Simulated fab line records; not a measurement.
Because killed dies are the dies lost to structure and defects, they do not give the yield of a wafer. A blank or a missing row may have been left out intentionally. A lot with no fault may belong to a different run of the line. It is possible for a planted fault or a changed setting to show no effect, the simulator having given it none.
Chamber matching -- flow n5Finfet -- 3 sister chambers for N5_GATE_CUT_PECVD_57 on pecvd-01
The step deposits SiNx from SiH4/NH3/N2, target thk 21 nm. 6 wafers are shown with their chamber, then 7 later ones without.

## WAFERS, EACH WITH ITS CHAMBER
wafer,chamber,showerheadPlenumPTorr (Torr),throttleValvePct (%)
L081.1,0,5.10,40.1
L082.1,1,5.27,40.4
L082.3,0,5.09,39.7
L082.5,2,5.05,37.3
L083.2,2,5.04,37.9
L083.5,1,5.28,40.6

## WAFERS MISSING THEIR CHAMBER
wafer,showerheadPlenumPTorr (Torr),throttleValvePct (%)
L083.6,5.10,40.0
L095.1,5.28,40.6
L095.2,5.11,39.8
L095.3,5.04,37.6
L096.1,5.27,40.7
L096.3,5.11,40.0
L096.4,5.04,37.5

## WHICH CHAMBER EACH ONE RAN IN
wafer,from the rows above,in truth
L083.6,0,0
L095.1,1,1
L095.2,0,0
L095.3,2,2
L096.1,1,1
L096.3,0,0
L096.4,2,2
Correctly placed: 7 of 7. Can't be placed from these rows: 0. 0 placed wrongly.
How it was worked out, from the rows above alone: a wafer's distance from a chamber is the root of the sum, over the readings, of the square of ((its reading less the chamber's mean) divided by the reading's scatter). If the next closest chamber is less than 2 further off than the closest, the wafer can't be placed; otherwise it belongs to the closest. Each chamber's mean is taken over the wafers shown for it. The scatter is the square root of a quotient: the sum, over the shown wafers, of each reading's squared deviation from its chamber's mean, divided by wafers minus chambers.
